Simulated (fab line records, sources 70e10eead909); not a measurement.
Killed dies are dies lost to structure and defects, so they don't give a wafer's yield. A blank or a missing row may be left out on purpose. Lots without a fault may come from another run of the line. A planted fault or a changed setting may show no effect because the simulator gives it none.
fab line records | flow nand_harc
record lots=5 wafers=14 last_day=23
route steps=1159 shown P_GATE@137 END@1159
lots that met no fault: from a run of the same line without faults
start_h: hours from the record's first day to the start of the lot's first wafer shown | wait_h: hours since the lot's step before | " the same as in the row above | L1.1+2: a row that stands for several wafers | - no value, or no start given | * or withheld: withheld | < > ~ a bound
route shown NAME@n: a module of which the file shows steps, and the number in the route of the first | usual: mean/standard deviation of fault-free wafers | same: alike in all rows | chamber/n: place in a boat | sites: the reading at each site | _std_site: their standard deviation | _edge_site: outer sites' mean less inner sites' | radius_mm: how far each site lies from the wafer's centre | mask NAME#n: copy n | behind: the tool/chamber that last shaped the wafer | hold: why the lot was held/for how many hours/how that ended | device: the transistor (n, p or np) that didn't switch | end of line: the same wafers' tests at the end of the route | a step without rows: its recipe alone | killed: dies lost to structure and defects at the first sort, not the wafer's yield | map: a wafer's dies, x killed, . not, _ none there
set.NAME: the setting as run; set.NAME@STEP: as run at that earlier step | model.NAME: the simulator's own value behind a step, which no gauge read
lots at some steps of the route; a table a step, a row a wafer
services: from which hour (start_h, from the record's first day; less than 0 if before it) a tool's chamber was out of use, for how many hours, and why
## steps
# step NHARC_P_GATE_EBR_22
# step NHARC_P_GATE_EXPOSE_23
# recipe na=1.35 target_cd_nm=120 dose_mj=93.91 mask_id=P_GATE
# step NHARC_P_GATE_PEB_24
# recipe peb_temp_c=100 peb_time_s=65
# step NHARC_P_GATE_DEVELOP_25
# recipe develop_time_s=35 dev_temp_c=23
# step NHARC_P_GATE_CD_MEAS_26
# recipe target_cd_nm=120 landing_energy_ev=500
# usual cd_nm=120.1/0.63
# columns lot.wafer tool chamber start_h wait_h cd_nm
L390.1 cd_sem-01 0 92.53 - 120.6
L390.3 " 0 " " 119.8
L390.5 " 0 " " 120.3
L391.3 cd_sem-02 0 96.08 - 120.2
L391.4 " 0 " " 120.5
L391.5 " 0 " " 119.1
L397.2 cd_sem-01 0 132.87 - 120.0
L397.4 " 0 " " 119.8
L397.5 " 0 " " 120.4
L399.4 cd_sem-03 0 150.18 - 120.8
L399.5 " 0 " " 119.8
L399.6 " 0 " " 120.3
L409.1 cd_sem-02 0 206.15 - 119.5
L409.5 " 0 " " 119.4
# step NHARC_P_GATE_OVL_MEAS_27
# usual overlay_x_nm=0.4/0.72 overlay_y_nm=0.3/0.87
# columns lot.wafer tool chamber start_h wait_h overlay_x_nm overlay_y_nm
L390.1 overlay-01 - 92.61 - 1.3 0.3
L390.3 " - " " 1.5 -0.2
L390.5 " - " " 1.3 -0.1
L391.3 overlay-01 - 96.17 - -0.3 0.9
L391.4 " - " " -1.0 0.4
L391.5 " - " " -0.2 0.7
L397.2 overlay-02 - 132.95 - -0.1 -0.8
L397.4 " - " " -0.1 -0.5
L397.5 " - " " -0.4 -0.6
L399.4 overlay-02 - 150.26 - 1.8 0.2
L399.5 " - " " 1.7 0.3
L399.6 " - " " 2.3 0.1
L409.1 overlay-01 - 206.24 - 0.7 1.1
L409.5 " - " " 0.5 1.8
# step NHARC_P_GATE_INSPECT_28
# usual raw_defect_count=5.9/2.8
# columns lot.wafer tool chamber start_h wait_h raw_defect_count
L390.1 defect_inspect-01 - 92.65 0.0 2
L390.3 " - " " 9
L390.5 " - " " 2
L391.3 defect_inspect-02 - 96.20 0.0 6
L391.4 " - " " 8
L391.5 " - " " 9
L397.2 defect_inspect-02 - 132.99 0.0 3
L397.4 " - " " 6
L397.5 " - " " 9
L399.4 defect_inspect-01 - 150.30 0.0 3
L399.5 " - " " 5
L399.6 " - " " 5
L409.1 defect_inspect-01 - 206.28 0.0 5
L409.5 " - " " 7
# step NHARC_P_GATE_DESCUM_31
# recipe time_s=3 o2_flow_sccm=200 ar_flow_sccm=0 bias_power_w=0 chemistry=O2
# usual drypump_motor_current_A=5.7/0.45 oes_product_au=1.003/0.013 rf_vpp_V=57.8/0.76 showerhead_plenum_p_Torr=1.92/0.047 throttle_valve_pct=11.311/0.0088
# columns lot.wafer tool chamber start_h wait_h drypump_motor_current_A oes_product_au rf_hours_counter_h rf_vpp_V showerhead_plenum_p_Torr throttle_valve_pct
L390.1 rie_diel-13 1 92.71 0.1 6.1 0.998 33 57.4 1.91 11.307
L390.3 " 3 " " 5.1 1.003 31 56.9 1.89 11.304
L390.5 " 2 " " 6.2 1.025 - 58.7 1.98 11.301
L391.3 rie_diel-13 2 96.26 0.1 6.2 1.029 24 57.8 1.98 11.322
L391.4 " 3 " " 5.1 0.995 32 58.2 1.89 11.304
L391.5 " 3 " " 5.1 1.006 - 58.0 1.89 11.319
L397.4 rie_diel-13 3 133.05 0.1 5.0 1.007 5 57.6 1.88 11.290
L397.2 " 1 " " 6.1 0.986 5 57.7 1.91 11.301
L397.5 " 0 " " 5.6 0.999 - 57.0 1.93 11.307
L399.4 rie_diel-13 2 150.38 0.1 6.1 1.013 7 59.9 1.98 11.312
L399.5 " 3 " " 5.1 1.000 - 56.9 1.88 11.303
L399.6 " 0 " " 5.6 1.006 - 57.3 1.93 11.306
L409.1 rie_diel-13 0 206.36 0.1 5.6 1.021 19 58.6 1.93 11.309
L409.5 " 2 " " 6.2 1.006 - 58.3 1.97 11.312
# step NHARC_P_GATE_ETCH_104
# recipe target_depth_a=600 time_s=withheld cf4_flow_sccm=100 chf3_flow_sccm=30 ar_flow_sccm=0 rf_w=500 bias_w=200 chemistry=CF4/CHF3
# usual drypump_motor_current_A=5.7/0.46 oes_product_au=0.943/0.023 rf_vpp_V=370.9/1.5 showerhead_plenum_p_Torr=1.58/0.037 throttle_valve_pct=16.803/0.0088
# columns lot.wafer tool chamber start_h wait_h drypump_motor_current_A oes_product_au rf_vpp_V showerhead_plenum_p_Torr throttle_valve_pct
L390.3 rie_diel-13 3 92.80 0.1 5.0 0.926 369.3 1.55 16.816
L390.1 " 1 " " 6.1 0.920 370.8 1.57 16.809
L390.5 " 2 " " 6.1 0.947 372.5 1.63 16.819
L391.4 rie_diel-13 3 96.35 0.1 5.1 0.920 369.6 1.55 16.787
L391.3 " 0 " " 5.6 0.941 371.4 1.59 16.807
L391.5 " 2 " " 6.1 0.949 371.9 1.63 16.810
L397.2 rie_diel-13 1 133.14 0.1 6.1 0.921 369.2 1.57 16.806
L397.4 " 2 " " 6.1 0.940 372.3 1.62 16.805
L397.5 " 0 " " 5.6 0.942 371.9 1.59 16.805
L399.4 rie_diel-13 2 150.44 0.1 6.1 0.992 371.4 1.62 16.822
L399.6 " 1 " " 6.1 0.963 369.6 1.57 16.797
L399.5 " 2 " " 6.1 0.989 372.4 1.62 16.804
L409.1 rie_diel-13 3 206.43 0.1 5.1 0.927 370.3 1.55 16.805
L409.5 " 2 " " 6.1 0.931 372.9 1.62 16.798
# step NHARC_P_GATE_HM_OPEN_105
# recipe target_depth_a=3600 o2_flow_sccm=400 cos_flow_sccm=20 ar_flow_sccm=0 rf_w=500 bias_w=300 chemistry=O2/COS
# usual drypump_motor_current_A=5.7/0.47 oes_product_au=1.004/0.012 rf_vpp_V=467.5/1.7 showerhead_plenum_p_Torr=3.14/0.072 throttle_valve_pct=28.330/0.0087
# columns lot.wafer tool chamber start_h wait_h drypump_motor_current_A oes_product_au rf_hours_counter_h rf_vpp_V showerhead_plenum_p_Torr throttle_valve_pct
L390.3 rie_diel-13 2 - - 6.2 1.016 23 468.1 3.23 28.333
L390.1 " 3 " " 5.1 0.984 31 466.5 3.08 28.330
L390.5 " 0 " " 5.6 1.000 - 467.4 3.16 28.329
L391.4 rie_diel-13 1 - - 6.1 0.984 33 467.3 3.12 28.327
L391.3 " 2 " " 6.1 1.021 24 469.5 3.23 28.319
L391.5 " 3 " " 5.1 0.998 - 466.1 3.08 28.346
L397.2 rie_diel-13 2 - - 6.2 1.011 5 469.5 3.22 28.347
L397.4 " 3 " " 5.1 1.006 5 466.2 3.08 28.321
L397.5 " 2 " " 6.2 1.016 - 469.8 3.22 28.327
L399.4 rie_diel-13 1 - - 6.1 0.990 7 467.6 3.11 28.345
L399.5 " 0 " " 5.6 1.012 - 468.7 3.15 28.325
L399.6 " 1 " " 6.1 0.996 - 466.2 3.11 28.341
L409.1 rie_diel-13 2 - - 6.2 1.026 19 468.9 3.22 28.341
L409.5 " 1 " " 6.1 0.984 - 468.0 3.11 28.346
# step NHARC_P_GATE_STRIP_106
# recipe o2_flow_sccm=400 cos_flow_sccm=20 ar_flow_sccm=0 bias_w=0 chemistry=O2/COS
# step NHARC_P_GATE_ETCH_114
# recipe target_depth_a=300 overetch_a=30 time_s=16.5 ion_energy_ev=100 cf4_flow_sccm=80 o2_flow_sccm=20 ar_flow_sccm=0 rf_w=300 bias_w=100 chemistry=CF4/O2
# usual drypump_motor_current_A=5.7/0.45 oes_f_703_au=1.000/0.0046 oes_product_au=1.004/0.012 rf_vpp_V=197.9/0.98 showerhead_plenum_p_Torr=1.34/0.032 throttle_valve_pct=13.397/0.0096 time_s=16.5/0
# columns lot.wafer tool chamber start_h wait_h drypump_motor_current_A oes_f_703_au oes_product_au rf_hours_counter_h rf_vpp_V showerhead_plenum_p_Torr throttle_valve_pct time_s
L390.1 rie_diel-13 1 - - 6.1 1.000 0.986 33 198.9 1.33 13.399 16.5
L390.3 " 0 " " 5.6 1.001 1.006 30 197.3 1.35 13.403 16.5
L390.5 " 2 " " 6.2 1.007 1.022 - 198.5 1.38 13.397 16.5
L391.3 rie_diel-13 3 - - 5.0 1.006 0.996 32 196.2 1.32 13.376 16.5
L391.4 " 0 " " 5.5 0.997 1.002 31 199.8 1.35 13.389 16.5
L391.5 " 3 " " 5.1 1.002 0.995 - 198.3 1.32 13.402 16.5
L397.2 rie_diel-13 0 - - 5.6 1.003 1.000 5 196.9 1.35 13.388 16.5
L397.4 " 1 " " 6.1 0.991 0.991 5 196.6 1.33 13.400 16.5
L397.5 " 2 " " 6.1 0.997 1.017 - 198.3 1.38 13.385 16.5
L399.4 rie_diel-13 2 - - 6.2 0.995 1.018 7 198.7 1.38 13.399 16.5
L399.5 " 2 " " 6.1 0.996 1.001 - 199.4 1.38 13.407 16.5
L399.6 " 3 " " 5.1 1.001 1.012 - 196.6 1.31 13.402 16.5
L409.1 rie_diel-13 1 - - 6.1 0.999 0.987 19 197.0 1.33 13.398 16.5
L409.5 " 3 " " 5.1 0.995 1.003 - 198.4 1.31 13.401 16.5
# step NHARC_P_GATE_ETCH_32
# recipe target_depth_a=1500 over_etch_frac=1 over_etch_ion_energy_ev=40 time_s=100.1 hbr_flow_sccm=150 cl2_flow_sccm=50 rf_w=400 icp_w=400 bias_w=100 chemistry=HBr/Cl2
# usual drypump_motor_current_A=5.6/0.42 oes_product_au=0.996/0.0081 throttle_valve_pct=26.406/0.0092 time_s=100.1/0
# columns lot.wafer tool chamber start_h wait_h drypump_motor_current_A oes_product_au rf_hours_counter_h throttle_valve_pct time_s
L390.3 rie_si-03 3 93.25 - 5.5 0.993 1.0 26.398 100.1
L390.1 " 0 " " 5.4 0.987 1.1 26.407 100.1
L390.5 " 1 " " 5.7 1.001 - 26.406 100.1
L391.3 rie_si-02 0 96.96 - 6.2 1.003 0.4 26.401 100.1
L391.4 " 1 " " 5.5 0.995 0.4 26.396 100.1
L391.5 " 0 " " 6.2 0.996 - 26.406 100.1
L397.2 rie_si-06 0 133.70 - 5.7 0.989 1.2 26.407 100.1
L397.4 " 1 " " 5.8 0.996 1.1 26.411 100.1
L397.5 " 0 " " 5.7 0.989 - 26.397 100.1
L399.4 rie_si-02 3 150.91 - 5.4 1.009 0.9 26.405 100.1
L399.5 " 0 " " 6.2 0.993 - 26.420 100.1
L399.6 " 1 " " 5.5 0.991 - 26.405 100.1
L409.1 rie_si-03 1 206.90 - 5.7 1.000 0.5 26.394 106.2
L409.5 " 0 " " 5.4 1.005 - 26.386 106.2
# step NHARC_P_GATE_STRIP_108
# recipe o2_flow_sccm=500 ar_flow_sccm=0 bias_w=0 chemistry=O2
# usual drypump_motor_current_A=5.8/0.49 oes_product_au=1.000/0.011 rf_vpp_V=57.9/0.82 showerhead_plenum_p_Torr=3.57/0.097 throttle_valve_pct=17.037/0.0088
# columns lot.wafer tool chamber start_h wait_h drypump_motor_current_A oes_product_au rf_hours_counter_h rf_vpp_V showerhead_plenum_p_Torr throttle_valve_pct
L390.3 rie_diel-13 2 93.42 - 6.2 1.028 23 57.1 3.64 17.039
L390.1 " 3 " " 5.1 0.999 31 58.8 3.48 17.042
L390.5 " 0 " " 5.6 1.007 - 58.2 3.57 17.039
L391.4 rie_diel-09 0 97.10 - 5.5 1.003 6 57.2 3.73 17.019
L391.3 " 3 " " 5.7 0.999 6 56.9 3.45 17.029
L391.5 " 1 " " 6.7 0.994 - 58.1 3.73 17.030
L397.4 rie_diel-11 3 133.84 - 5.0 0.995 41 56.6 3.52 17.022
L397.2 " 1 " " 5.4 0.992 38 56.6 3.38 17.045
L397.5 " 3 " " 5.0 0.996 - 58.5 3.52 17.030
L399.4 rie_diel-13 0 151.08 - 5.6 1.004 7 57.1 3.56 17.039
L399.6 " 1 " " 6.1 0.991 - 57.2 3.52 17.036
L399.5 " 2 " " 6.2 1.015 - 58.0 3.64 17.043
L409.1 rie_diel-13 1 207.03 - 6.1 0.972 19 58.3 3.51 17.037
L409.5 " 1 " " 6.1 0.987 - 56.8 3.51 17.039
# step NHARC_END_SORT_01
# recipe temp_c=25
# usual killed_at_array=27/8.8 killed_at_other=0.4/0.82 killed_at_periphery=3.1/2.1 killed_dies=31/8.8 killed_open=3.3/2 killed_short=2.0/1.4
# same gross_dies=677
# columns lot.wafer tool chamber start_h wait_h killed_at_array killed_at_other killed_at_periphery killed_dies killed_open killed_short
L390.1 prober-01 0 458.93 2.5 27 0 1 28 3 6
L390.3 prober-01 0 460.55 3.1 21 0 1 22 2 1
L390.5 prober-01 0 462.16 3.7 28 0 3 31 2 3
L391.3 prober-01 0 468.36 3.1 18 0 2 20 2 1
L391.4 prober-01 0 469.16 3.4 16 0 3 19 6 0
L391.5 prober-01 0 469.96 3.7 22 0 5 27 4 2
L397.2 prober-02 0 484.16 2.8 30 0 0 30 1 4
L397.4 prober-02 0 485.77 3.4 30 0 1 31 1 4
L397.5 prober-02 0 486.58 3.7 29 0 0 29 2 2
L399.4 prober-01 0 500.33 3.4 23 1 2 26 5 1
L399.5 prober-01 0 501.13 3.7 21 0 2 23 1 5
L399.6 prober-01 0 501.93 4.0 23 0 4 27 4 3
L409.1 prober-01 0 553.89 2.5 26 0 5 31 2 2
L409.5 prober-01 0 557.07 3.7 30 0 2 32 3 1
# killed by level:class
L390.1 A_SLIT:chamber_film_flake=7 A_CONTACT:chamber_film_flake=7 A_WL_FILL:geometric_particle:short=3 A_STAIRCASE:chamber_film_flake=3 A_CONTACT:geometric_particle:open=2 P_GATE:geometric_particle:short=1 A_ONON_D1:geometric_particle:short=1 A_CHANNEL_HOLE_D1:geometric_particle:open=1
L390.3 A_CONTACT:chamber_film_flake=7 A_SLIT:chamber_film_flake=5 A_ZERO_WELL:chamber_film_flake=3 A_STAIRCASE:chamber_film_flake=3 P_M0:geometric_particle:open=1 A_WL_FILL:geometric_particle:open=1 A_M0:geometric_particle:short=1 A_CHANNEL_HOLE_D1:chamber_film_flake=1
L390.5 A_SLIT:chamber_film_flake=10 A_STAIRCASE:chamber_film_flake=7 A_CONTACT:chamber_film_flake=5 A_ZERO_WELL:chamber_film_flake=3 P_M0:geometric_particle:short=2 P_M0:geometric_particle:open=1 A_CONTACT:geometric_particle:short=1 A_CONTACT:geometric_particle:open=1
L391.3 A_WL_FILL:chamber_film_flake=6 A_STAIRCASE:chamber_film_flake=3 A_SGD_CUT:chamber_film_flake=2 A_CONTACT:chamber_film_flake=2 P_CONTACT:geometric_particle:open=1 A_ONON_D1:geometric_particle:short=1 A_CONTACT:geometric_particle:open=1 P_GATE:chamber_film_flake=1
L391.4 A_WL_FILL:chamber_film_flake=3 A_CHANNEL_HOLE_D1:chamber_film_flake=2 A_STAIRCASE:chamber_film_flake=2 A_SGD_CUT:chamber_film_flake=2 P_CONTACT:geometric_particle:open=1 P_M2:geometric_particle:open=1 A_ONON_D1:geometric_particle:open=1 A_CONTACT:geometric_particle:open=1
L391.5 A_STAIRCASE:chamber_film_flake=6 A_CONTACT:chamber_film_flake=4 A_SGD_CUT:chamber_film_flake=3 A_WL_FILL:chamber_film_flake=3 P_GATE:geometric_particle:open=2 A_CHANNEL_HOLE_D1:chamber_film_flake=2 P_M0:geometric_particle:open=1 A_CHANNEL_HOLE_D1:geometric_particle:open=1
L397.2 A_CHANNEL_HOLE_D1:chamber_film_flake=13 A_STAIRCASE:chamber_film_flake=7 A_CONTACT:chamber_film_flake=3 A_SGD_CUT:geometric_particle:short=1 A_WL_FILL:geometric_particle:short=1 A_CONTACT:geometric_particle:short=1 A_CONTACT:geometric_particle:open=1 A_M0:geometric_particle:short=1
L397.4 A_CHANNEL_HOLE_D1:chamber_film_flake=19 A_STAIRCASE:chamber_film_flake=6 A_SOURCE_PLATE:geometric_particle:short=1 A_STAIRCASE:geometric_particle:short=1 A_SGD_CUT:geometric_particle:short=1 A_WL_FILL:geometric_particle:open=1 A_CONTACT:geometric_particle:short=1 P_ZERO_WELL:chamber_film_flake=1
L397.5 A_CHANNEL_HOLE_D1:chamber_film_flake=15 A_STAIRCASE:chamber_film_flake=7 A_CONTACT:chamber_film_flake=2 A_CHANNEL_FILL_D1:geometric_particle:short=1 A_STAIRCASE:geometric_particle:short=1 A_SGD_CUT:geometric_particle:open=1 A_WL_FILL:geometric_particle:open=1 A_SLIT:chamber_film_flake=1
L399.4 A_STAIRCASE:chamber_film_flake=7 A_CHANNEL_HOLE_D1:chamber_film_flake=4 A_M0:geometric_particle:open=3 A_CONTACT:chamber_film_flake=3 A_WL_FILL:chamber_film_flake=2 P_M0:geometric_particle:open=1 A_ONON_D1:geometric_particle:short=1 A_CONTACT:geometric_particle:open=1
L399.5 A_STAIRCASE:chamber_film_flake=8 A_CHANNEL_HOLE_D1:chamber_film_flake=4 A_BLC:geometric_particle:short=2 A_BONDPAD:chamber_film_flake=2 A_SOURCE_PLATE:geometric_particle:open=1 A_CHANNEL_HOLE_D1:geometric_particle:short=1 A_SLIT:geometric_particle:short=1 A_WL_FILL:geometric_particle:short=1
L399.6 A_STAIRCASE:chamber_film_flake=7 A_CHANNEL_HOLE_D1:chamber_film_flake=3 P_BONDPAD:chamber_film_flake=2 A_CHANNEL_FILL_D1:chamber_film_flake=2 A_CONTACT:chamber_film_flake=2 P_CONTACT:geometric_particle:open=1 A_CHANNEL_HOLE_D1:geometric_particle:open=1 A_CHANNEL_HOLE_D1:geometric_particle:short=1
L409.1 A_SLIT:chamber_film_flake=16 A_CHANNEL_FILL_D1:chamber_film_flake=4 P_STI:chamber_film_flake=2 P_M1:chamber_film_flake=2 A_STAIRCASE:chamber_film_flake=2 P_M2:geometric_particle:open=1 A_CHANNEL_HOLE_D1:geometric_particle:short=1 A_SLIT:geometric_particle:open=1
L409.5 A_SLIT:chamber_film_flake=14 A_CHANNEL_HOLE_D1:chamber_film_flake=4 A_CONTACT:chamber_film_flake=4 A_WL_FILL:chamber_film_flake=3 P_M1:geometric_particle:short=1 A_ONON_D1:geometric_particle:open=1 A_CHANNEL_FILL_D1:geometric_particle:open=1 A_STAIRCASE:geometric_particle:open=1
## services
# columns tool chamber start_h hours kind
rie_diel-09 - 77.10 9.0 pm
rie_si-02 0 77.47 2.4 repair
rie_diel-13 0 78.12 - clean
rie_diel-13 1 78.12 - clean
rie_diel-13 2 78.12 - clean
rie_diel-13 3 78.12 - clean
rie_diel-11 3 84.31 1.8 repair
rie_diel-11 0 90.82 5.3 repair
rie_diel-13 - 99.00 9.0 pm
rie_diel-13 0 99.00 9.0 vent_cycle
rie_diel-13 1 99.00 9.0 vent_cycle
rie_diel-13 2 99.00 9.0 vent_cycle
rie_diel-11 2 115.21 4.2 repair
rie_diel-11 - 116.17 0.1 repair
rie_diel-09 2 129.31 2.8 repair
rie_si-02 1 130.77 3.4 repair
rie_diel-09 0 149.63 1.2 repair
rie_si-03 - 155.00 9.0 pm
rie_si-02 0 160.85 10.1 repair
rie_diel-09 1 168.37 4.0 repair
rie_diel-09 2 170.13 2.0 repair
rie_diel-09 0 171.52 2.7 repair
rie_si-06 - 183.00 9.0 pm
rie_diel-11 - 190.85 9.0 pm
## key
first_sign step=NHARC_P_GATE_ETCH_32 reading=time_s direction=up sigmas=99+ usual=* struck=*
effect none on later readings
met_at NHARC_P_GATE_ETCH_32
struck_wafers L409.1,L409.5
tester_left_out L409
onset_between 93.25 206.90
fault kind=process_parameter_drift tool=rie_si-03 chamber=- onset_h=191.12 steps=NHARC_P_GATE_ETCH_32 channel=time_s offset=* shape=step end_h=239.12 scope=struck_wafers_only acts_in=* stated=*
# tester_left_out: of these lots the tester's yield and bins aren't shown, on N5 and GAA mostly nor the transistor test; their killed dies are dies lost to structure and defects alone, not to doping, threshold or leakage, so they don't give the yield
